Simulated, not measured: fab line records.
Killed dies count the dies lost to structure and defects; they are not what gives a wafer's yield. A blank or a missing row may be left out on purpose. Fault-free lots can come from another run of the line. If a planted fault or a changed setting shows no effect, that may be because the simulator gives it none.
Matching of chambers | flow n5Finfet | N5_MOL_CONTACT_COAG_CONTACT_ETCH_14 on rieDiel-01 has 4 sister chambers
The step etches SiO2 in C4F6/O2, target depth 27.5 nm, overetch 8.5 nm, time 20 s. 4 wafers are shown with their chamber, then 11 later ones without.

WAFERS WITH THEIR CHAMBER
wafer  | chamber | drypumpMotorCurrentA (A)
L084.1 | 3       | 5.3
L089.3 | 1       | 5.2
L089.4 | 0       | 6.4
L093.1 | 2       | 4.9

WAFERS WITHOUT THEIR CHAMBER
wafer  | drypumpMotorCurrentA (A)
L093.2 | 5.4
L093.4 | 5.3
L095.1 | 5.3
L095.2 | 5.0
L095.3 | 5.3
L095.4 | 6.4
L095.5 | 5.3
L095.6 | 5.0
L096.2 | 5.0
L096.3 | 5.2
L096.4 | 5.3

CHAMBER TAKEN BY EACH
wafer  | from the rows above     | in truth
L093.2 | can't be placed: 3 or 1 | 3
L093.4 | can't be placed: 3 or 1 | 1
L095.1 | can't be placed: 3 or 1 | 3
L095.2 | can't be placed: 2 or 1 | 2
L095.3 | can't be placed: 3 or 1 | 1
L095.4 | 0                       | 0
L095.5 | can't be placed: 3 or 1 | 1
L095.6 | can't be placed: 2 or 1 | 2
L096.2 | can't be placed: 2 or 1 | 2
L096.3 | can't be placed: 1 or 3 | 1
L096.4 | can't be placed: 3 or 1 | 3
Correctly placed: 1 of 11. From these rows, 10 cannot be placed; in 10 the true chamber is one of the candidates. Number placed wrongly: 0.
How it was worked out, from the rows above alone: a wafer's distance from a chamber is the root of the sum, over the readings, of the square of ((its reading less the chamber's mean) divided by the reading's scatter). If the next closest chamber is less than 2 further off than the closest, the wafer can't be placed; otherwise it belongs to the closest. For every chamber, the mean is computed from those of its wafers that are shown. The scatter: root of mean squared gap, hidden wafer to nearest shown wafer, with one shown wafer a chamber.
